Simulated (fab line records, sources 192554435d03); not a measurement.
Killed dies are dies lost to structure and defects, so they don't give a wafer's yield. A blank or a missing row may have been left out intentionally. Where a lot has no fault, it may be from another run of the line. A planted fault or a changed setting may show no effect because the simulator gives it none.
Matching of chambers / flow n5-finfet / rie-diel-04 running N5_HKMG_FIN_DESCUM_17: 4 sister chambers
The step chemistry O2, time 7.9 s. 4 wafers are shown with their chamber, then 8 later ones without.

WAFERS PAIRED WITH THEIR CHAMBERS
wafer=L085.1; chamber=0; showerhead-plenum-p-Torr (Torr)=2.08
wafer=L090.2; chamber=3; showerhead-plenum-p-Torr (Torr)=2.13
wafer=L090.4; chamber=1; showerhead-plenum-p-Torr (Torr)=2.05
wafer=L092.2; chamber=2; showerhead-plenum-p-Torr (Torr)=2.13

WAFERS WHOSE CHAMBER IS MISSING
wafer=L092.5; showerhead-plenum-p-Torr (Torr)=2.07
wafer=L092.6; showerhead-plenum-p-Torr (Torr)=2.13
wafer=L096.4; showerhead-plenum-p-Torr (Torr)=2.07
wafer=L096.5; showerhead-plenum-p-Torr (Torr)=2.13
wafer=L096.6; showerhead-plenum-p-Torr (Torr)=2.13
wafer=L097.1; showerhead-plenum-p-Torr (Torr)=2.13
wafer=L097.3; showerhead-plenum-p-Torr (Torr)=2.07
wafer=L097.6; showerhead-plenum-p-Torr (Torr)=2.07

WHICH CHAMBER EACH ONE RAN IN
wafer=L092.5; from the rows above=can't be placed: 0 or 1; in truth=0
wafer=L092.6; from the rows above=can't be placed: 2 or 3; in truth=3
wafer=L096.4; from the rows above=can't be placed: 0 or 1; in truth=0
wafer=L096.5; from the rows above=can't be placed: 2 or 3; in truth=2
wafer=L096.6; from the rows above=can't be placed: 2 or 3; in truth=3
wafer=L097.1; from the rows above=can't be placed: 2 or 3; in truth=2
wafer=L097.3; from the rows above=can't be placed: 0 or 1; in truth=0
wafer=L097.6; from the rows above=can't be placed: 0 or 1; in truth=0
Correctly placed: 0 of 8. Not placeable from these rows: 8 (in 8, the candidates include the true chamber). 0 placed wrongly.
How it was worked out, from the rows above alone: a wafer's distance from a chamber is the root of the sum, over the readings, of the square of ((its reading less the chamber's mean) divided by the reading's scatter). The wafer belongs to the nearest chamber; if the next one is less than 2 further off, it can't be placed. A chamber's mean is the mean of its shown wafers. The scatter: with one shown wafer a chamber, the root of the mean of the squares of how far each hidden wafer lies from its nearest shown one.
